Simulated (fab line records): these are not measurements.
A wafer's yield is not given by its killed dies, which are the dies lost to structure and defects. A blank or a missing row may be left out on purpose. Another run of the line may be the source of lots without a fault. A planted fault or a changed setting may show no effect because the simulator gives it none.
fab line records ; flow nand-harc ; part 2 of 2: steps 25 to 35 of 35
record: lots: 5; wafers: 15; last-day: 23
route steps=1159 shown A_ZERO_WELL@401 A_SOURCE_PLATE@413 A_ONON_D1@424
lots untouched by any fault: they come from a run of this same line in which no faults occurred
start-h: the number of hours between the record's first day and the start of the first shown wafer of the lot ; wait-h: hours since the lot's step before ; " same as the row above ; L1.1+2: a single row standing in for several wafers ; - no value, or no start was given ; * or withheld: withheld ; < > ~ a bound
route shown NAME@n: a module of which the file shows steps, and the number in the route of the first ; usual: average and standard deviation across the fault-free wafers ; same: alike in all rows ; chamber/n: place in a boat ; sites: the reading at each site ; _std_site: the values' standard deviation ; _edge_site: inner sites' mean taken away from outer sites' mean ; radius-mm: how far each site lies from the wafer's centre ; mask NAME#n: copy n ; behind: tool/chamber where the wafer was last shaped ; hold: why the lot was held/for how many hours/how that ended ; device: the transistor (n, p or np) that didn't switch ; end of line: at the end of the route, the tests of the same wafers ; a step given without rows: its recipe and nothing more ; killed: the dies lost at the first sort to structure and to defects; this is not the yield of the wafer ; map: per-die view of a wafer (x killed, . not killed, _ where there is no die)
set.NAME: the setting the step ran with; set.NAME@STEP: the setting that earlier step ran with ; model.NAME: the simulator's own value behind a step, which no gauge read
lots at selected steps of the route; one table per step, one row per wafer
services: from which hour (start-h, from the record's first day; less than 0 if before it) a tool's chamber was out of use, for how many hours, and why
== steps ==
step: NHARC_A_ONON_D1_DEP_06
recipe: target-thk-a: 10000; n2-flow-sccm: 2750; n2o-flow-sccm: 2000; nh3-flow-sccm: 500; sih4-flow-sccm: 210; temp-c: 400
usual: n2o-flow-sccm: 2001/6
lot.wafer;tool;chamber;start-h;wait-h;n2o-flow-sccm
L074.1;pecvd-onon-04;0;156.85;0.2;2005
L074.3;pecvd-onon-04;0;156.85;0.2;2011
L074.6;pecvd-onon-04;0;156.85;0.2;2010
L081.1;pecvd-onon-03;0;198.24;0.1;2000
L081.4;pecvd-onon-03;0;198.24;0.1;1999
L081.5;pecvd-onon-03;0;198.24;0.1;2001
L083.2;pecvd-onon-04;0;216.72;0.1;2005
L083.4;pecvd-onon-04;0;216.72;0.1;2000
L083.6;pecvd-onon-04;0;216.72;0.1;2000
L086.1;pecvd-onon-03;0;234.98;0.1;2009
L086.3;pecvd-onon-03;0;234.98;0.1;1997
L086.5;pecvd-onon-03;0;234.98;0.1;2005
L093.3;pecvd-onon-03;0;265.72;0.2;2006
L093.4;pecvd-onon-03;0;265.72;0.2;2009
L093.5;pecvd-onon-03;0;265.72;0.2;2000
step: NHARC_A_ONON_D1_THK_MEAS_08
recipe: thk-meas-gauge: ellipsometry
usual: thk-nm: 1001/8.5
lot.wafer;tool;chamber;start-h;wait-h;thk-nm
L074.1;film-metro-01;-;157.35;-;989
L074.3;film-metro-01;-;157.35;-;989
L074.6;film-metro-01;-;157.35;-;990
L081.1;film-metro-02;-;198.75;-;1006
L081.4;film-metro-02;-;198.75;-;1006
L081.5;film-metro-02;-;198.75;-;1008
L083.2;film-metro-02;-;217.17;-;991
L083.4;film-metro-02;-;217.17;-;991
L083.6;film-metro-02;-;217.17;-;993
L086.1;film-metro-01;-;235.49;-;991
L086.3;film-metro-01;-;235.49;-;987
L086.5;film-metro-01;-;235.49;-;989
L093.3;film-metro-02;-;266.12;-;992
L093.4;film-metro-02;-;266.12;-;995
L093.5;film-metro-02;-;266.12;-;994
step: NHARC_A_ONON_D1_DEP_09
recipe: target-thk-a: 10000; n2-flow-sccm: 2750; n2o-flow-sccm: 2000; nh3-flow-sccm: 500; sih4-flow-sccm: 210; temp-c: 400
usual: n2o-flow-sccm: 2000/6
lot.wafer;tool;chamber;start-h;wait-h;n2o-flow-sccm
L074.1;pecvd-onon-04;0;157.41;0.1;1996
L074.3;pecvd-onon-04;0;157.41;0.1;2000
L074.6;pecvd-onon-04;0;157.41;0.1;2005
L081.1;pecvd-onon-04;0;198.81;0.1;1989
L081.4;pecvd-onon-04;0;198.81;0.1;1995
L081.5;pecvd-onon-04;0;198.81;0.1;1992
L083.2;pecvd-onon-03;0;217.28;0.1;2002
L083.4;pecvd-onon-03;0;217.28;0.1;2012
L083.6;pecvd-onon-03;0;217.28;0.1;2002
L086.1;pecvd-onon-03;0;235.55;0.1;2006
L086.3;pecvd-onon-03;0;235.55;0.1;1993
L086.5;pecvd-onon-03;0;235.55;0.1;2000
L093.3;pecvd-onon-03;0;266.29;0.2;2001
L093.4;pecvd-onon-03;0;266.29;0.2;2008
L093.5;pecvd-onon-03;0;266.29;0.2;1994
step: NHARC_A_ONON_D1_THK_MEAS_11
recipe: thk-meas-gauge: ellipsometry
usual: thk-nm: 1000/9.4
lot.wafer;tool;chamber;start-h;wait-h;thk-nm
L074.1;film-metro-01;-;157.92;-;1002
L074.3;film-metro-01;-;157.92;-;1002
L074.6;film-metro-01;-;157.92;-;1001
L081.1;film-metro-01;-;199.32;-;998
L081.4;film-metro-01;-;199.32;-;998
L081.5;film-metro-01;-;199.32;-;999
L083.2;film-metro-02;-;217.74;-;1005
L083.4;film-metro-02;-;217.74;-;1007
L083.6;film-metro-02;-;217.74;-;1007
L086.1;film-metro-01;-;236.06;-;995
L086.3;film-metro-01;-;236.06;-;998
L086.5;film-metro-01;-;236.06;-;997
L093.3;film-metro-02;-;266.68;-;1012
L093.4;film-metro-02;-;266.68;-;1013
L093.5;film-metro-02;-;266.68;-;1011
step: NHARC_A_ONON_D1_DEP_12
recipe: target-thk-a: 10000; n2-flow-sccm: 2750; n2o-flow-sccm: 2000; nh3-flow-sccm: 500; sih4-flow-sccm: 210; temp-c: 400
usual: n2o-flow-sccm: 2001/6.2
lot.wafer;tool;chamber;start-h;wait-h;n2o-flow-sccm
L074.1;pecvd-onon-04;0;157.98;0.1;2009
L074.3;pecvd-onon-04;0;157.98;0.1;2003
L074.6;pecvd-onon-04;0;157.98;0.1;2008
L081.1;pecvd-onon-03;0;199.37;0.1;2000
L081.4;pecvd-onon-03;0;199.37;0.1;2004
L081.5;pecvd-onon-03;0;199.37;0.1;2000
L083.2;pecvd-onon-01;0;217.86;0.1;1997
L083.4;pecvd-onon-01;0;217.86;0.1;1999
L083.6;pecvd-onon-01;0;217.86;0.1;1991
L086.1;pecvd-onon-03;0;236.12;0.1;2002
L086.3;pecvd-onon-03;0;236.12;0.1;2012
L086.5;pecvd-onon-03;0;236.12;0.1;2007
L093.3;pecvd-onon-04;0;266.85;0.2;2005
L093.4;pecvd-onon-04;0;266.85;0.2;1994
L093.5;pecvd-onon-04;0;266.85;0.2;2003
step: NHARC_A_ONON_D1_THK_MEAS_14
recipe: thk-meas-gauge: ellipsometry
usual: thk-nm: 1000/8.8
lot.wafer;tool;chamber;start-h;wait-h;thk-nm
L074.1;film-metro-01;-;158.52;-;994
L074.3;film-metro-01;-;158.52;-;993
L074.6;film-metro-01;-;158.52;-;994
L081.1;film-metro-01;-;199.88;-;983
L081.4;film-metro-01;-;199.88;-;985
L081.5;film-metro-01;-;199.88;-;982
L083.2;film-metro-02;-;218.31;-;991
L083.4;film-metro-02;-;218.31;-;991
L083.6;film-metro-02;-;218.31;-;993
L086.1;film-metro-01;-;236.63;-;998
L086.3;film-metro-01;-;236.63;-;996
L086.5;film-metro-01;-;236.63;-;996
L093.3;film-metro-02;-;267.25;-;1007
L093.4;film-metro-02;-;267.25;-;1007
L093.5;film-metro-02;-;267.25;-;1008
step: NHARC_A_ONON_D1_ANNEAL_15
recipe: temp-c: 750; time-s: 3600
usual: tube-center-temp-C: 750.01/0.067; zone-power-centre-pct: 12.4/0.86
lot.wafer;tool;chamber;start-h;wait-h;tube-center-temp-C;zone-power-centre-pct
L074.1;furnace-08;0;161.22;2.7;749.96;11.8
L074.3;furnace-08;0;161.22;2.7;749.88;11.7
L074.6;furnace-08;0;161.22;2.7;750.02;12.0
L081.1;furnace-08;0;202.24;2.4;750.1;11.8
L081.4;furnace-08;0;202.24;2.4;750.05;11.7
L081.5;furnace-08;0;202.24;2.4;749.95;11.8
L083.2;furnace-08;0;221.02;2.7;750.09;11.8
L083.4;furnace-08;0;221.02;2.7;749.94;11.9
L083.6;furnace-08;0;221.02;2.7;749.9;11.9
L086.1;furnace-08;0;239.35;2.7;750.09;11.7
L086.3;furnace-08;0;239.35;2.7;749.98;11.9
L086.5;furnace-08;0;239.35;2.7;750.13;11.9
L093.3;furnace-02;0;270.94;3.7;750.02;13.6
L093.4;furnace-02;0;270.94;3.7;750.05;13.8
L093.5;furnace-02;0;270.94;3.7;749.95;13.5
step: NHARC_A_ONON_D1_DEP_16
recipe: target-thk-a: 10000; n2-flow-sccm: 2750; n2o-flow-sccm: 2000; nh3-flow-sccm: 500; sih4-flow-sccm: 210; temp-c: 400
usual: n2o-flow-sccm: 2000/5.5
lot.wafer;tool;chamber;start-h;wait-h;n2o-flow-sccm
L074.1;pecvd-onon-04;0;165.09;0.1;2000
L074.3;pecvd-onon-04;0;165.09;0.1;1994
L074.6;pecvd-onon-04;0;165.09;0.1;1996
L081.1;pecvd-onon-03;0;206.13;0.1;2003
L081.4;pecvd-onon-03;0;206.13;0.1;2003
L081.5;pecvd-onon-03;0;206.13;0.1;2002
L083.2;pecvd-onon-04;0;225.00;0.1;1996
L083.4;pecvd-onon-04;0;225.00;0.1;2003
L083.6;pecvd-onon-04;0;225.00;0.1;2002
L086.1;pecvd-onon-01;0;243.25;0.1;1994
L086.3;pecvd-onon-01;0;243.25;0.1;2004
L086.5;pecvd-onon-01;0;243.25;0.1;2012
L093.3;pecvd-onon-03;0;274.91;0.2;1998
L093.4;pecvd-onon-03;0;274.91;0.2;1997
L093.5;pecvd-onon-03;0;274.91;0.2;2005
step: NHARC_A_ONON_D1_THK_MEAS_18
recipe: thk-meas-gauge: ellipsometry
usual: thk-nm: 1003/11
lot.wafer;tool;chamber;start-h;wait-h;thk-nm
L074.1;film-metro-02;-;165.60;-;1006
L074.3;film-metro-02;-;165.60;-;1006
L074.6;film-metro-02;-;165.60;-;1006
L081.1;film-metro-02;-;206.64;-;1005
L081.4;film-metro-02;-;206.64;-;1002
L081.5;film-metro-02;-;206.64;-;1003
L083.2;film-metro-02;-;225.46;-;1017
L083.4;film-metro-02;-;225.46;-;1016
L083.6;film-metro-02;-;225.46;-;1018
L086.1;film-metro-02;-;243.76;-;1005
L086.3;film-metro-02;-;243.76;-;1005
L086.5;film-metro-02;-;243.76;-;1002
L093.3;film-metro-02;-;275.32;-;1008
L093.4;film-metro-02;-;275.32;-;1006
L093.5;film-metro-02;-;275.32;-;1005
step: NHARC_A_ONON_D1_DEP_19
recipe: target-thk-a: 10000; n2-flow-sccm: 2750; n2o-flow-sccm: 2000; nh3-flow-sccm: 500; sih4-flow-sccm: 210; temp-c: 400
usual: n2o-flow-sccm: 2000/5.3
lot.wafer;tool;chamber;start-h;wait-h;n2o-flow-sccm
L074.1;pecvd-onon-04;0;165.66;0.1;2001
L074.3;pecvd-onon-04;0;165.66;0.1;2005
L074.6;pecvd-onon-04;0;165.66;0.1;1998
L081.1;pecvd-onon-04;0;206.81;0.2;1998
L081.4;pecvd-onon-04;0;206.81;0.2;1997
L081.5;pecvd-onon-04;0;206.81;0.2;2002
L083.2;pecvd-onon-04;0;225.57;0.1;2003
L083.4;pecvd-onon-04;0;225.57;0.1;2002
L083.6;pecvd-onon-04;0;225.57;0.1;2004
L086.1;pecvd-onon-01;0;243.82;0.1;1995
L086.3;pecvd-onon-01;0;243.82;0.1;1993
L086.5;pecvd-onon-01;0;243.82;0.1;1998
L093.3;pecvd-onon-03;0;275.49;0.2;1999
L093.4;pecvd-onon-03;0;275.49;0.2;1997
L093.5;pecvd-onon-03;0;275.49;0.2;1997
step: NHARC_A_ONON_D1_THK_MEAS_21
recipe: thk-meas-gauge: ellipsometry
usual: thk-nm: 1004/7.2
lot.wafer;tool;chamber;start-h;wait-h;thk-nm
L074.1;film-metro-02;-;166.18;-;1001
L074.3;film-metro-02;-;166.18;-;1000
L074.6;film-metro-02;-;166.18;-;1001
L081.1;film-metro-01;-;207.32;-;1000
L081.4;film-metro-01;-;207.32;-;1001
L081.5;film-metro-01;-;207.32;-;1000
L083.2;film-metro-02;-;226.03;-;998
L083.4;film-metro-02;-;226.03;-;999
L083.6;film-metro-02;-;226.03;-;998
L086.1;film-metro-02;-;244.34;-;1011
L086.3;film-metro-02;-;244.34;-;1011
L086.5;film-metro-02;-;244.34;-;1012
L093.3;film-metro-01;-;275.91;-;999
L093.4;film-metro-01;-;275.91;-;1001
L093.5;film-metro-01;-;275.91;-;996
== services ==
tool;chamber;start-h;hours;kind
rie-diel-13;1;117.18;2.7;repair
pecvd-onon-04;-;118.10;1.8;repair
pvd-sputter-01;-;122.65;1.6;repair
rie-si-01;-;127.00;9.0;pm
pvd-sputter-03;-;127.02;8.8;repair
wet-bench-06;-;129.60;8.0;pm
wet-bench-03;-;146.40;8.0;pm
pvd-sputter-01;-;150.90;3.5;repair
pecvd-onon-03;-;153.00;13.0;pm
rie-si-03;-;155.00;9.0;pm
pvd-sputter-01;-;158.00;10.0;pm
wet-bench-04;-;163.20;8.0;pm
wet-bench-01;-;169.97;1.8;repair
rie-diel-07;3;173.97;4.9;repair
rie-diel-07;0;179.07;7.1;repair
wet-bench-02;-;180.00;8.0;pm
pecvd-onon-01;-;195.00;13.0;pm
wet-bench-05;-;196.80;8.0;pm
litho-track-03;-;213.00;7.0;pm
wet-bench-01;-;213.60;8.0;pm
rie-diel-07;-;228.20;9.0;pm
pecvd-onon-04;-;237.16;13.0;pm
implanter-01;-;266.00;13.0;pm
rie-diel-07;2;268.93;26.2;repair
